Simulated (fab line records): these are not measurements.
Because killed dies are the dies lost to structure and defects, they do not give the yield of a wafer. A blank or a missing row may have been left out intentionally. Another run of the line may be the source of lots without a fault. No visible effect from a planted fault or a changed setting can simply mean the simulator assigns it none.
2 desks looking at one fault / flow n5_finfet / every desk sees just its own numbers, and what lay behind them comes last

== METROLOGY DESK ==
Means of the sampled wafers that have a number, per lot and without regard to the tool the lot ran on: this is what the gauges read. A lot is out of limits, marked OUT, if its mean lies more than 4 standard deviations from the usual mean; the brackets give that distance.
Columns: A = M13_ILD_THK at N5_BEOL_M13_THK_MEAS_01, usual 837 nm; B = cd_nm at N5_BEOL_M13_CD_MEAS_10, usual 190.6 nm
lot=L757; first seen here=day 11 03:39; A=829; B=192.6
lot=L759; first seen here=day 11 09:19; A=834; B=189.0
lot=L761; first seen here=day 11 21:17; A=840; B=191.7
lot=L758; first seen here=day 11 23:44; A=835; B=190.4
lot=L763; first seen here=day 12 10:17; A=837; B=192.1
lot=L766; first seen here=day 13 07:44; A=841; B=189.1
lot=L770; first seen here=day 14 02:38; A=839; B=190.2
lot=L768; first seen here=day 14 07:23; A=847; B=192.5
lot=L772; first seen here=day 14 20:57; A=852; B=189.9
lot=L777; first seen here=day 15 20:59; A=844; B=193.0
lot=L778; first seen here=day 16 02:59; A=838; B=189.4
Finding of this desk: none of the 11 lots has anything out of limits.

== DESK OF THE TOOL OWNER: pecvd-03 ==
The tool's own readings at N5_BEOL_M13_ILD_DEP_00 (deposits SiOC from DEMS/O2, target thk 837.92 nm, time 166.4 s): means of the sampled wafers that have a number, for each lot that ran on this tool. A lot is out of limits, marked OUT, if its mean lies more than 4 standard deviations from the usual mean; the brackets give that distance.
Columns: A = heater_power_w at N5_BEOL_M13_ILD_DEP_00, usual 497 W; B = showerhead_plenum_p_Torr at N5_BEOL_M13_ILD_DEP_00, usual 5.690 Torr; C = susceptor_temp_C at N5_BEOL_M13_ILD_DEP_00, usual 349.96 C; D = throttle_valve_pct at N5_BEOL_M13_ILD_DEP_00, usual 11.8 %
lot=L761; first seen here=day 11 21:08; A=460; B=5.700; C=349.94; D=11.4
lot=L763; first seen here=day 12 10:08; A=514; B=5.691; C=350.04; D=11.4
lot=L768; first seen here=day 14 07:14; A=501; B=5.693; C=346.31 (-18) OUT; D=11.4
lot=L772; first seen here=day 14 20:47; A=476; B=5.691; C=346.09 (-19) OUT; D=11.7
Finding of this desk: L768, L772 out of limits; the first was L768 at day 14 07:14, on susceptor_temp_C at N5_BEOL_M13_ILD_DEP_00. L761, L763 stayed within limits.

== PUT TOGETHER ==
An alarm could have come from the tool owner's desk at day 14 07:14, on L768, L772.
Metrology desk: nothing out of limits seen.
The metrology desk holds a record of L768, L772, inside its limits.
Of the lots named, all ran N5_BEOL_M13_ILD_DEP_00 on pecvd-03.

== WHAT THE SIMULATOR HAD PUT IN ==
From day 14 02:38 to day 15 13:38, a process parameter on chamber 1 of pecvd-03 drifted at N5_BEOL_M13_ILD_DEP_00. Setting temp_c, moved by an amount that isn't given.
Struck lots among those shown: L768, L772.
Each desk's first reading out of limits, in hours after the fault started: the tool owner's desk, 5.
